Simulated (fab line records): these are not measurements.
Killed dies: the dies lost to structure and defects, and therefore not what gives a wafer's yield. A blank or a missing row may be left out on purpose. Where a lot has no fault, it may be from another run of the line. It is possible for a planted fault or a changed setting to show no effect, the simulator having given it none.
Which tool is to blame? / flow n5_finfet / 24 lots with 72 wafers sampled at 4 steps, on a route of 1938 steps

## WHAT THE GAUGES SHOWED, per wafer
N5_HKMG_FIN_THK_MEAS_70: measures by xrf. Usual: for HK_THK the level is 1.587 nm and the standard deviation is 0.02.
lot=L074; measured=day 4 01:41; on=film_metro-02; HK_THK (nm)=1.573 1.591 1.577; flag=
lot=L075; measured=day 4 06:32; on=film_metro-02; HK_THK (nm)=1.587 1.578 1.560; flag=
lot=L076; measured=day 4 13:05; on=film_metro-01; HK_THK (nm)=1.578 1.596 1.574; flag=
lot=L077; measured=day 4 19:56; on=film_metro-01; HK_THK (nm)=1.588 1.601 1.575; flag=
lot=L078; measured=day 5 05:07; on=film_metro-02; HK_THK (nm)=1.551 1.629 1.572; flag=
lot=L079; measured=day 5 07:12; on=film_metro-01; HK_THK (nm)=1.573 1.583 1.586; flag=
lot=L080; measured=day 5 14:34; on=film_metro-01; HK_THK (nm)=1.580 1.572 1.581; flag=
lot=L081; measured=day 5 18:14; on=film_metro-02; HK_THK (nm)=1.564 1.560 1.598; flag=
lot=L082; measured=day 6 01:25; on=film_metro-01; HK_THK (nm)=1.551 1.565 1.563; flag=
lot=L083; measured=day 6 07:01; on=film_metro-02; HK_THK (nm)=1.592 1.562 1.617; flag=
lot=L084; measured=day 6 17:23; on=film_metro-02; HK_THK (nm)=1.592 1.606 1.608; flag=
lot=L085; measured=day 7 02:06; on=film_metro-02; HK_THK (nm)=1.609 1.572 1.585; flag=
lot=L086; measured=day 7 11:49; on=film_metro-01; HK_THK (nm)=1.577 1.572 1.578; flag=
lot=L087; measured=day 8 04:57; on=film_metro-02; HK_THK (nm)=1.596 1.542 1.578; flag=
lot=L088; measured=day 8 06:07; on=film_metro-01; HK_THK (nm)=1.615 1.614 1.576; flag=
lot=L089; measured=day 8 07:11; on=film_metro-02; HK_THK (nm)=1.575 1.603 1.592; flag=
lot=L090; measured=day 8 10:57; on=film_metro-01; HK_THK (nm)=1.588 1.581 1.578; flag=
lot=L091; measured=day 8 12:09; on=film_metro-02; HK_THK (nm)=1.600 1.599 1.595; flag=
lot=L092; measured=day 8 15:41; on=film_metro-01; HK_THK (nm)=1.606 1.588 1.625; flag=
lot=L093; measured=day 8 23:14; on=film_metro-01; HK_THK (nm)=1.573 1.615 1.599; flag=
lot=L094; measured=day 9 02:01; on=film_metro-01; HK_THK (nm)=1.599 1.577 1.589; flag=
lot=L095; measured=day 9 09:52; on=film_metro-02; HK_THK (nm)=1.601 1.586 1.591; flag=
lot=L096; measured=day 9 18:05; on=film_metro-02; HK_THK (nm)=1.576 1.566 1.606; flag=
lot=L097; measured=day 10 03:17; on=film_metro-02; HK_THK (nm)=1.607 1.592 1.652; flag=

## WHAT TOOL EACH LOT RAN ON (gives the tool, then ch and the chambers of the sampled wafers, and finally the start)
lot=L074; N5_SDB_HM_DEP_00=pecvd-01 ch 0,1, day 3 17:15; N5_SDB_CMP_30=cmp-02 ch 1,2, day 3 21:20; N5_HKMG_FIN_CVD_62=thermal_cvd_si-01 ch 0,1,2, day 4 01:01
lot=L075; N5_SDB_HM_DEP_00=pecvd-04 ch 0,1, day 3 21:56; N5_SDB_CMP_30=cmp-02 ch 0,2,3, day 4 01:55; N5_HKMG_FIN_CVD_62=thermal_cvd_si-02 ch 0,2, day 4 05:52
lot=L076; N5_SDB_HM_DEP_00=pecvd-04 ch 0,1,2, day 4 04:45; N5_SDB_CMP_30=cmp-03 ch 0,2,3, day 4 08:44; N5_HKMG_FIN_CVD_62=thermal_cvd_si-01 ch 0,1, day 4 12:22
lot=L077; N5_SDB_HM_DEP_00=pecvd-02 ch 0,1,2, day 4 11:34; N5_SDB_CMP_30=cmp-03 ch 0,1,3, day 4 15:31; N5_HKMG_FIN_CVD_62=thermal_cvd_si-02 ch 0,1,2, day 4 19:14
lot=L078; N5_SDB_HM_DEP_00=pecvd-01 ch 0,1, day 4 20:01; N5_SDB_CMP_30=cmp-02 ch 0,1,2, day 5 00:31; N5_HKMG_FIN_CVD_62=thermal_cvd_si-01 ch 0,1,2, day 5 04:19
lot=L079; N5_SDB_HM_DEP_00=pecvd-04 ch 0,1, day 4 22:19; N5_SDB_CMP_30=cmp-03 ch 0,1,3, day 5 02:44; N5_HKMG_FIN_CVD_62=thermal_cvd_si-02 ch 0,1, day 5 06:24
lot=L080; N5_SDB_HM_DEP_00=pecvd-02 ch 1,2, day 5 06:05; N5_SDB_CMP_30=cmp-03 ch 0,1,3, day 5 10:20; N5_HKMG_FIN_CVD_62=thermal_cvd_si-01 ch 0,1, day 5 13:53
lot=L081; N5_SDB_HM_DEP_00=pecvd-01 ch 1,2, day 5 09:24; N5_SDB_CMP_30=cmp-04 ch 0,3, day 5 13:28; N5_HKMG_FIN_CVD_62=thermal_cvd_si-02 ch 0,1,2, day 5 17:34
lot=L082; N5_SDB_HM_DEP_00=pecvd-01 ch 0,1,2, day 5 15:41; N5_SDB_CMP_30=cmp-02 ch 0,1, day 5 20:44; N5_HKMG_FIN_CVD_62=thermal_cvd_si-01 ch 0,1, day 6 00:29
lot=L083; N5_SDB_HM_DEP_00=pecvd-01 ch 0,1, day 5 22:20; N5_SDB_CMP_30=cmp-03 ch 1,2, day 6 02:35; N5_HKMG_FIN_CVD_62=thermal_cvd_si-02 ch 0,1, day 6 06:19
lot=L084; N5_SDB_HM_DEP_00=pecvd-02 ch 0,2, day 6 08:53; N5_SDB_CMP_30=cmp-03 ch 1,3, day 6 13:00; N5_HKMG_FIN_CVD_62=thermal_cvd_si-01 ch 0,1, day 6 16:42
lot=L085; N5_SDB_HM_DEP_00=pecvd-01 ch 0,2, day 6 16:54; N5_SDB_CMP_30=cmp-04 ch 1,2,3, day 6 21:43; N5_HKMG_FIN_CVD_62=thermal_cvd_si-02 ch 0,1,2, day 7 01:25
lot=L086; N5_SDB_HM_DEP_00=pecvd-04 ch 0,2, day 7 03:02; N5_SDB_CMP_30=cmp-02 ch 0,1,3, day 7 07:23; N5_HKMG_FIN_CVD_62=thermal_cvd_si-01 ch 0,1,2, day 7 11:07
lot=L087; N5_SDB_HM_DEP_00=pecvd-01 ch 0,1,2, day 7 20:31; N5_SDB_CMP_30=cmp-04 ch 0,3, day 8 00:37; N5_HKMG_FIN_CVD_62=thermal_cvd_si-02 ch 1,2, day 8 04:17
lot=L088; N5_SDB_HM_DEP_00=pecvd-02 ch 0,2, day 7 20:41; N5_SDB_CMP_30=cmp-03 ch 1,2, day 8 01:53; N5_HKMG_FIN_CVD_62=thermal_cvd_si-01 ch 0,1,2, day 8 05:26
lot=L089; N5_SDB_HM_DEP_00=pecvd-02 ch 0,1, day 7 22:51; N5_SDB_CMP_30=cmp-02 ch 0,2, day 8 02:50; N5_HKMG_FIN_CVD_62=thermal_cvd_si-02 ch 1,2, day 8 06:30
lot=L090; N5_SDB_HM_DEP_00=pecvd-02 ch 0,1, day 8 02:36; N5_SDB_CMP_30=cmp-04 ch 1,2, day 8 06:32; N5_HKMG_FIN_CVD_62=thermal_cvd_si-01 ch 1,2, day 8 10:11
lot=L091; N5_SDB_HM_DEP_00=pecvd-01 ch 1,2, day 8 03:36; N5_SDB_CMP_30=cmp-04 ch 0,1,3, day 8 07:52; N5_HKMG_FIN_CVD_62=thermal_cvd_si-02 ch 1,2, day 8 11:25
lot=L092; N5_SDB_HM_DEP_00=pecvd-01 ch 0,1,2, day 8 06:52; N5_SDB_CMP_30=cmp-02 ch 0,1,2, day 8 11:16; N5_HKMG_FIN_CVD_62=thermal_cvd_si-01 ch 0,1,2, day 8 14:59
lot=L093; N5_SDB_HM_DEP_00=pecvd-02 ch 1,2, day 8 14:11; N5_SDB_CMP_30=cmp-02 ch 0,1,2, day 8 18:52; N5_HKMG_FIN_CVD_62=thermal_cvd_si-02 ch 0,1,2, day 8 22:33
lot=L094; N5_SDB_HM_DEP_00=pecvd-04 ch 0,1, day 8 17:28; N5_SDB_CMP_30=cmp-04 ch 1,2,3, day 8 21:31; N5_HKMG_FIN_CVD_62=thermal_cvd_si-01 ch 0,1,2, day 9 01:09
lot=L095; N5_SDB_HM_DEP_00=pecvd-04 ch 0,1,2, day 9 00:35; N5_SDB_CMP_30=cmp-03 ch 0,1,3, day 9 04:34; N5_HKMG_FIN_CVD_62=thermal_cvd_si-02 ch 0,1, day 9 09:11
lot=L096; N5_SDB_HM_DEP_00=pecvd-02 ch 0,1,2, day 9 05:50; N5_SDB_CMP_30=cmp-02 ch 0,2, day 9 12:54; N5_HKMG_FIN_CVD_62=thermal_cvd_si-01 ch 1,2, day 9 17:23
lot=L097; N5_SDB_HM_DEP_00=pecvd-04 ch 1,2, day 9 17:35; N5_SDB_CMP_30=cmp-02 ch 0,2,3, day 9 22:46; N5_HKMG_FIN_CVD_62=thermal_cvd_si-02 ch 1,2, day 10 02:36
- N5_SDB_HM_DEP_00: deposits SiNx from SiH4/NH3/N2, target thk 40 nm, time 35.3 s.
- N5_SDB_CMP_30: polishes, stops on poly-Si, t overpolish 1.54 s, target thk 30 nm.
- N5_HKMG_FIN_CVD_62: deposits a-Si from Si2H6, target thk 3 nm, time 20.8 s.

## WHAT THE TOOLS THEMSELVES READ (means of the sampled wafers that have a number; where no wafer has one, the mark that the record gives instead)
N5_SDB_HM_DEP_00. Usual: chamber_pressure_Torr 1.500 Torr, standard deviation 0.0031; heater_power_outer_w 434 W, standard deviation 44; heater_power_w 721 W, standard deviation 61; showerhead_plenum_p_Torr 5.12 Torr, standard deviation 0.078; susceptor_temp_C 399.98 C, standard deviation 0.23; throttle_valve_pct 39.9 %, standard deviation 1.8.
lot=L074; tool=pecvd-01; chamber_pressure_Torr (Torr)=1.496; heater_power_outer_w (W)=461; heater_power_w (W)=791; showerhead_plenum_p_Torr (Torr)=5.13; susceptor_temp_C (C)=400.05; throttle_valve_pct (%)=40.7; flag=
lot=L075; tool=pecvd-04; chamber_pressure_Torr (Torr)=1.501; heater_power_outer_w (W)=455; heater_power_w (W)=718; showerhead_plenum_p_Torr (Torr)=5.02; susceptor_temp_C (C)=399.85; throttle_valve_pct (%)=39.2; flag=
lot=L076; tool=pecvd-04; chamber_pressure_Torr (Torr)=1.499; heater_power_outer_w (W)=452; heater_power_w (W)=719; showerhead_plenum_p_Torr (Torr)=5.09; susceptor_temp_C (C)=400.10; throttle_valve_pct (%)=39.6; flag=
lot=L077; tool=pecvd-02; chamber_pressure_Torr (Torr)=1.501; heater_power_outer_w (W)=411; heater_power_w (W)=679; showerhead_plenum_p_Torr (Torr)=5.10; susceptor_temp_C (C)=399.90; throttle_valve_pct (%)=38.7; flag=
lot=L078; tool=pecvd-01; chamber_pressure_Torr (Torr)=1.501; heater_power_outer_w (W)=409; heater_power_w (W)=713; showerhead_plenum_p_Torr (Torr)=5.13; susceptor_temp_C (C)=400.25; throttle_valve_pct (%)=40.6; flag=
lot=L079; tool=pecvd-04; chamber_pressure_Torr (Torr)=1.500; heater_power_outer_w (W)=461; heater_power_w (W)=752; showerhead_plenum_p_Torr (Torr)=5.03; susceptor_temp_C (C)=399.78; throttle_valve_pct (%)=40.0; flag=
lot=L080; tool=pecvd-02; chamber_pressure_Torr (Torr)=1.496; heater_power_outer_w (W)=414; heater_power_w (W)=685; showerhead_plenum_p_Torr (Torr)=5.06; susceptor_temp_C (C)=399.89; throttle_valve_pct (%)=38.9; flag=
lot=L081; tool=pecvd-01; chamber_pressure_Torr (Torr)=1.496; heater_power_outer_w (W)=386; heater_power_w (W)=687; showerhead_plenum_p_Torr (Torr)=5.21; susceptor_temp_C (C)=399.95; throttle_valve_pct (%)=42.7; flag=
lot=L082; tool=pecvd-01; chamber_pressure_Torr (Torr)=1.503; heater_power_outer_w (W)=417; heater_power_w (W)=732; showerhead_plenum_p_Torr (Torr)=5.17; susceptor_temp_C (C)=400.04; throttle_valve_pct (%)=41.2; flag=
lot=L083; tool=pecvd-01; chamber_pressure_Torr (Torr)=1.501; heater_power_outer_w (W)=404; heater_power_w (W)=712; showerhead_plenum_p_Torr (Torr)=5.14; susceptor_temp_C (C)=399.87; throttle_valve_pct (%)=40.6; flag=
lot=L084; tool=pecvd-02; chamber_pressure_Torr (Torr)=1.500; heater_power_outer_w (W)=476; heater_power_w (W)=714; showerhead_plenum_p_Torr (Torr)=5.15; susceptor_temp_C (C)=400.18; throttle_valve_pct (%)=37.8; flag=
lot=L085; tool=pecvd-01; chamber_pressure_Torr (Torr)=1.503; heater_power_outer_w (W)=460; heater_power_w (W)=803; showerhead_plenum_p_Torr (Torr)=5.19; susceptor_temp_C (C)=400.23; throttle_valve_pct (%)=42.1; flag=
lot=L086; tool=pecvd-04; chamber_pressure_Torr (Torr)=1.502; heater_power_outer_w (W)=474; heater_power_w (W)=733; showerhead_plenum_p_Torr (Torr)=5.08; susceptor_temp_C (C)=399.94; throttle_valve_pct (%)=39.0; flag=
lot=L087; tool=pecvd-01; chamber_pressure_Torr (Torr)=1.502; heater_power_outer_w (W)=447; heater_power_w (W)=788; showerhead_plenum_p_Torr (Torr)=5.16; susceptor_temp_C (C)=400.11; throttle_valve_pct (%)=41.5; flag=
lot=L088; tool=pecvd-02; chamber_pressure_Torr (Torr)=1.500; heater_power_outer_w (W)=484; heater_power_w (W)=739; showerhead_plenum_p_Torr (Torr)=5.15; susceptor_temp_C (C)=399.86; throttle_valve_pct (%)=37.9; flag=
lot=L089; tool=pecvd-02; chamber_pressure_Torr (Torr)=1.500; heater_power_outer_w (W)=375; heater_power_w (W)=652; showerhead_plenum_p_Torr (Torr)=5.04; susceptor_temp_C (C)=399.80; throttle_valve_pct (%)=39.2; flag=
lot=L090; tool=pecvd-02; chamber_pressure_Torr (Torr)=1.503; heater_power_outer_w (W)=391; heater_power_w (W)=666; showerhead_plenum_p_Torr (Torr)=5.06; susceptor_temp_C (C)=399.90; throttle_valve_pct (%)=39.1; flag=
lot=L091; tool=pecvd-01; chamber_pressure_Torr (Torr)=1.499; heater_power_outer_w (W)=487; heater_power_w (W)=829; showerhead_plenum_p_Torr (Torr)=5.17; susceptor_temp_C (C)=399.85; throttle_valve_pct (%)=42.1; flag=
lot=L092; tool=pecvd-01; chamber_pressure_Torr (Torr)=1.498; heater_power_outer_w (W)=438; heater_power_w (W)=752; showerhead_plenum_p_Torr (Torr)=5.16; susceptor_temp_C (C)=400.23; throttle_valve_pct (%)=41.2; flag=
lot=L093; tool=pecvd-02; chamber_pressure_Torr (Torr)=1.501; heater_power_outer_w (W)=457; heater_power_w (W)=729; showerhead_plenum_p_Torr (Torr)=5.11; susceptor_temp_C (C)=400.13; throttle_valve_pct (%)=38.3; flag=
lot=L094; tool=pecvd-04; chamber_pressure_Torr (Torr)=1.496; heater_power_outer_w (W)=439; heater_power_w (W)=681; showerhead_plenum_p_Torr (Torr)=5.03; susceptor_temp_C (C)=399.92; throttle_valve_pct (%)=39.1; flag=
lot=L095; tool=pecvd-04; chamber_pressure_Torr (Torr)=1.496; heater_power_outer_w (W)=418; heater_power_w (W)=686; showerhead_plenum_p_Torr (Torr)=5.10; susceptor_temp_C (C)=399.94; throttle_valve_pct (%)=40.0; flag=
lot=L096; tool=pecvd-02; chamber_pressure_Torr (Torr)=1.500; heater_power_outer_w (W)=414; heater_power_w (W)=667; showerhead_plenum_p_Torr (Torr)=5.10; susceptor_temp_C (C)=400.21; throttle_valve_pct (%)=38.6; flag=
lot=L097; tool=pecvd-04; chamber_pressure_Torr (Torr)=1.498; heater_power_outer_w (W)=440; heater_power_w (W)=739; showerhead_plenum_p_Torr (Torr)=5.18; susceptor_temp_C (C)=399.87; throttle_valve_pct (%)=40.5; flag=

N5_SDB_CMP_30. Usual: motor_current_A 12.5 A, standard deviation 0.77; overpolish_run_s 1.542 s, standard deviation 0.01; time_to_endpoint_s 15.9 s, standard deviation 2.3.
lot=L074; tool=cmp-02; motor_current_A (A)=12.6; overpolish_run_s (s)=1.536; time_to_endpoint_s (s)=16.8; flag=
lot=L075; tool=cmp-02; motor_current_A (A)=12.6; overpolish_run_s (s)=1.546; time_to_endpoint_s (s)=15.8; flag=
lot=L076; tool=cmp-03; motor_current_A (A)=12.4; overpolish_run_s (s)=1.548; time_to_endpoint_s (s)=15.7; flag=
lot=L077; tool=cmp-03; motor_current_A (A)=12.8; overpolish_run_s (s)=1.539; time_to_endpoint_s (s)=16.1; flag=
lot=L078; tool=cmp-02; motor_current_A (A)=12.5; overpolish_run_s (s)=1.548; time_to_endpoint_s (s)=14.2; flag=
lot=L079; tool=cmp-03; motor_current_A (A)=12.7; overpolish_run_s (s)=1.535; time_to_endpoint_s (s)=14.9; flag=
lot=L080; tool=cmp-03; motor_current_A (A)=13.0; overpolish_run_s (s)=1.539; time_to_endpoint_s (s)=13.2; flag=
lot=L081; tool=cmp-04; motor_current_A (A)=12.7; overpolish_run_s (s)=1.550; time_to_endpoint_s (s)=17.8; flag=
lot=L082; tool=cmp-02; motor_current_A (A)=12.4; overpolish_run_s (s)=1.537; time_to_endpoint_s (s)=14.8; flag=
lot=L083; tool=cmp-03; motor_current_A (A)=12.3; overpolish_run_s (s)=1.546; time_to_endpoint_s (s)=14.1; flag=
lot=L084; tool=cmp-03; motor_current_A (A)=12.6; overpolish_run_s (s)=1.543; time_to_endpoint_s (s)=15.3; flag=
lot=L085; tool=cmp-04; motor_current_A (A)=11.8; overpolish_run_s (s)=1.534; time_to_endpoint_s (s)=16.8; flag=
lot=L086; tool=cmp-02; motor_current_A (A)=12.5; overpolish_run_s (s)=1.548; time_to_endpoint_s (s)=15.1; flag=
lot=L087; tool=cmp-04; motor_current_A (A)=12.8; overpolish_run_s (s)=1.534; time_to_endpoint_s (s)=17.9; flag=
lot=L088; tool=cmp-03; motor_current_A (A)=12.7; overpolish_run_s (s)=1.538; time_to_endpoint_s (s)=14.9; flag=
lot=L089; tool=cmp-02; motor_current_A (A)=11.8; overpolish_run_s (s)=1.538; time_to_endpoint_s (s)=15.9; flag=
lot=L090; tool=cmp-04; motor_current_A (A)=11.4; overpolish_run_s (s)=1.546; time_to_endpoint_s (s)=16.9; flag=
lot=L091; tool=cmp-04; motor_current_A (A)=12.0; overpolish_run_s (s)=1.553; time_to_endpoint_s (s)=17.3; flag=
lot=L092; tool=cmp-02; motor_current_A (A)=12.6; overpolish_run_s (s)=1.526; time_to_endpoint_s (s)=14.8; flag=
lot=L093; tool=cmp-02; motor_current_A (A)=12.3; overpolish_run_s (s)=1.540; time_to_endpoint_s (s)=17.2; flag=
lot=L094; tool=cmp-04; motor_current_A (A)=11.8; overpolish_run_s (s)=1.534; time_to_endpoint_s (s)=18.7; flag=
lot=L095; tool=cmp-03; motor_current_A (A)=12.8; overpolish_run_s (s)=1.542; time_to_endpoint_s (s)=13.5; flag=
lot=L096; tool=cmp-02; motor_current_A (A)=11.7; overpolish_run_s (s)=1.532; time_to_endpoint_s (s)=14.5; flag=
lot=L097; tool=cmp-02; motor_current_A (A)=12.4; overpolish_run_s (s)=1.535; time_to_endpoint_s (s)=16.0; flag=

N5_HKMG_FIN_CVD_62. Usual: chamber_pressure_Torr 1.0002 Torr, standard deviation 0.0024; heater_power_outer_w 993 W, standard deviation 120; heater_power_w 1526 W, standard deviation 170; susceptor_temp_C 500.00 C, standard deviation 0.25.
lot=L074; tool=thermal_cvd_si-01; chamber_pressure_Torr (Torr)=1.0008; heater_power_outer_w (W)=956; heater_power_w (W)=1483; susceptor_temp_C (C)=499.70; flag=
lot=L075; tool=thermal_cvd_si-02; chamber_pressure_Torr (Torr)=1.0037; heater_power_outer_w (W)=1110; heater_power_w (W)=1665; susceptor_temp_C (C)=500.19; flag=
lot=L076; tool=thermal_cvd_si-01; chamber_pressure_Torr (Torr)=0.9977; heater_power_outer_w (W)=945; heater_power_w (W)=1441; susceptor_temp_C (C)=499.72; flag=
lot=L077; tool=thermal_cvd_si-02; chamber_pressure_Torr (Torr)=1.0001; heater_power_outer_w (W)=1031; heater_power_w (W)=1580; susceptor_temp_C (C)=499.97; flag=
lot=L078; tool=thermal_cvd_si-01; chamber_pressure_Torr (Torr)=0.9986; heater_power_outer_w (W)=935; heater_power_w (W)=1465; susceptor_temp_C (C)=500.12; flag=
lot=L079; tool=thermal_cvd_si-02; chamber_pressure_Torr (Torr)=0.9996; heater_power_outer_w (W)=952; heater_power_w (W)=1449; susceptor_temp_C (C)=500.23; flag=
lot=L080; tool=thermal_cvd_si-01; chamber_pressure_Torr (Torr)=0.9990; heater_power_outer_w (W)=961; heater_power_w (W)=1460; susceptor_temp_C (C)=499.73; flag=
lot=L081; tool=thermal_cvd_si-02; chamber_pressure_Torr (Torr)=1.0008; heater_power_outer_w (W)=1027; heater_power_w (W)=1573; susceptor_temp_C (C)=499.99; flag=
lot=L082; tool=thermal_cvd_si-01; chamber_pressure_Torr (Torr)=1.0028; heater_power_outer_w (W)=965; heater_power_w (W)=1435; susceptor_temp_C (C)=500.00; flag=
lot=L083; tool=thermal_cvd_si-02; chamber_pressure_Torr (Torr)=1.0007; heater_power_outer_w (W)=969; heater_power_w (W)=1499; susceptor_temp_C (C)=500.01; flag=
lot=L084; tool=thermal_cvd_si-01; chamber_pressure_Torr (Torr)=1.0001; heater_power_outer_w (W)=955; heater_power_w (W)=1455; susceptor_temp_C (C)=499.86; flag=
lot=L085; tool=thermal_cvd_si-02; chamber_pressure_Torr (Torr)=0.9988; heater_power_outer_w (W)=1038; heater_power_w (W)=1566; susceptor_temp_C (C)=500.03; flag=
lot=L086; tool=thermal_cvd_si-01; chamber_pressure_Torr (Torr)=0.9988; heater_power_outer_w (W)=941; heater_power_w (W)=1462; susceptor_temp_C (C)=500.03; flag=
lot=L087; tool=thermal_cvd_si-02; chamber_pressure_Torr (Torr)=0.9994; heater_power_outer_w (W)=1106; heater_power_w (W)=1644; susceptor_temp_C (C)=499.92; flag=
lot=L088; tool=thermal_cvd_si-01; chamber_pressure_Torr (Torr)=1.0023; heater_power_outer_w (W)=953; heater_power_w (W)=1477; susceptor_temp_C (C)=500.04; flag=
lot=L089; tool=thermal_cvd_si-02; chamber_pressure_Torr (Torr)=0.9997; heater_power_outer_w (W)=1033; heater_power_w (W)=1545; susceptor_temp_C (C)=499.94; flag=
lot=L090; tool=thermal_cvd_si-01; chamber_pressure_Torr (Torr)=1.0025; heater_power_outer_w (W)=874; heater_power_w (W)=1356; susceptor_temp_C (C)=500.17; flag=
lot=L091; tool=thermal_cvd_si-02; chamber_pressure_Torr (Torr)=0.9994; heater_power_outer_w (W)=1105; heater_power_w (W)=1661; susceptor_temp_C (C)=500.09; flag=
lot=L092; tool=thermal_cvd_si-01; chamber_pressure_Torr (Torr)=1.0000; heater_power_outer_w (W)=968; heater_power_w (W)=1482; susceptor_temp_C (C)=499.80; flag=
lot=L093; tool=thermal_cvd_si-02; chamber_pressure_Torr (Torr)=0.9994; heater_power_outer_w (W)=1032; heater_power_w (W)=1584; susceptor_temp_C (C)=500.10; flag=
lot=L094; tool=thermal_cvd_si-01; chamber_pressure_Torr (Torr)=0.9994; heater_power_outer_w (W)=941; heater_power_w (W)=1470; susceptor_temp_C (C)=499.83; flag=
lot=L095; tool=thermal_cvd_si-02; chamber_pressure_Torr (Torr)=0.9994; heater_power_outer_w (W)=970; heater_power_w (W)=1477; susceptor_temp_C (C)=500.12; flag=
lot=L096; tool=thermal_cvd_si-01; chamber_pressure_Torr (Torr)=0.9989; heater_power_outer_w (W)=952; heater_power_w (W)=1478; susceptor_temp_C (C)=500.28; flag=
lot=L097; tool=thermal_cvd_si-02; chamber_pressure_Torr (Torr)=0.9990; heater_power_outer_w (W)=1094; heater_power_w (W)=1629; susceptor_temp_C (C)=499.64; flag=

## THE ANSWER, worked out from the rows above alone
Rule: lot off if the mean of its wafers having a number is beyond 3 standard deviations from the usual mean. A lot without any number at a reading at which 4 lots or more have one is off too. Where the step has rows for the other lots, those lots are counted as sound. First the gauges in route order, then the tools' own readings, where a lot's mean is used as printed above. The first step at which some lot is off is used, and at that step the reading that is off furthest; a lot without a number counts as furthest.
None of the lots is off at any reading shown; this tells nothing.

## WHAT THE SIMULATOR PUT IN
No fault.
